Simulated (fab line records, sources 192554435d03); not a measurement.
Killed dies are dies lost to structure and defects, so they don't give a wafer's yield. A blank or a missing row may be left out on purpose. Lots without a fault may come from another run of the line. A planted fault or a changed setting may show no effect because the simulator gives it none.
Split-lot experiment | flow n5_finfet | 7 lots, 21 wafers read, on a route of 1938 steps

THE SPLIT
At N5_BEOL_M5_TRENCH_ETCH_37 (etches SiCOH lowk in C4F6/O2, target depth 71.652 nm, time 24.7 s), the setting bias_w was moved away from the recipe's 185 W on 7 of the 21 wafers read, by -10.1% to +17.5%. The other wafers ran this setting at the recipe's value.

The reading is taken at the split's own step.

THE READING
rf_vpp_V, in V, at N5_BEOL_M5_TRENCH_ETCH_37 (etches SiCOH lowk in C4F6/O2, target depth 71.652 nm, time 24.7 s). Fault-free wafers of this fab line usually give 663 V, standard deviation 4.5 V.

wafer  | tool, chamber at the split | bias_w as run, W | against the recipe | rf_vpp_V, V | against lot-mates on the recipe
L079.1 | rie_diel-06, 2             | 175.6            | -5.1%              | 639         | -20
L079.2 | rie_diel-06, 0             | 185              | recipe             | 662         | -
L079.5 | rie_diel-06, 3             | 185              | recipe             | 657         | -
L081.1 | rie_diel-06, 3             | 185              | recipe             | 657         | -
L081.4 | rie_diel-06, 1             | 185              | recipe             | 662         | -
L081.5 | rie_diel-06, 3             | 185              | recipe             | 656         | -
L082.2 | rie_diel-06, 0             | 185              | recipe             | 663         | -
L082.4 | rie_diel-06, 1             | 185              | recipe             | 663         | -
L082.5 | rie_diel-06, 0             | 185              | recipe             | 662         | -
L086.1 | rie_diel-05, 3             | 185              | recipe             | 667         | -
L086.5 | rie_diel-05, 1             | 217.3            | +17.5%             | 749         | +82
L086.6 | rie_diel-05, 0             | 217.3            | +17.5%             | 757         | +90
L087.1 | rie_diel-06, 2             | 185              | recipe             | 666         | -
L087.2 | rie_diel-06, 3             | 185              | recipe             | 655         | -
L087.5 | rie_diel-06, 1             | 205.6            | +11.1%             | 719         | +58
L090.1 | rie_diel-05, 0             | 185              | recipe             | 667         | -
L090.5 | rie_diel-05, 2             | 196.1            | +6.0%              | 700         | +38
L090.6 | rie_diel-05, 1             | 185              | recipe             | 658         | -
L096.2 | rie_diel-05, 2             | 185              | recipe             | 668         | -
L096.5 | rie_diel-05, 2             | 166.4            | -10.1%             | 613         | -55
L096.6 | rie_diel-05, 3             | 166.4            | -10.1%             | 613         | -55

THE FIT
A straight line over all 21 wafers: rf_vpp_V changes by +5.14 V for each +1% of bias_w; r = +0.99; the points scatter about the line by 4.3 V.
The same after taking each lot's own level away (the mean of its wafers on the recipe; 21 wafers): +5.1 V for each +1%; r = +0.99; scatter 3.9 V.
On that fit, the largest move of bias_w shifts the reading by 89 V.
The lots' own levels span 658.3 to 668.0 V, that is 2.1 times the standard deviation above.
So the lot-to-lot level changes the slope little: the two slopes agree.
Check: with one of the wafers moved furthest among these (+17.5%) left out of the fit, the line predicts +92.4 V for it against its lot-mates. It came out at +82 V against them.
Tool readings at the split's step, against how far the setting was moved: rf_vpp_V r = +0.99.

OTHER SPLITS ON THESE WAFERS
These wafers also went through other splits before the reading. Each is held against what the fit with the lots' levels taken away leaves over:
other split on the same wafers | wafers away from the commonest value | r with rf_vpp_V (lot level and that fit taken away)
N5_BEOL_M5_COAT_05 spin_rpm    | 7                                    | +0.06
N5_BEOL_M5_ETCH_72 bias_w      | 6                                    | +0.08

THE FILE'S OWN FIT
rf_vpp_V changes by +5.14 V for each +1% of bias_w, r = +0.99.
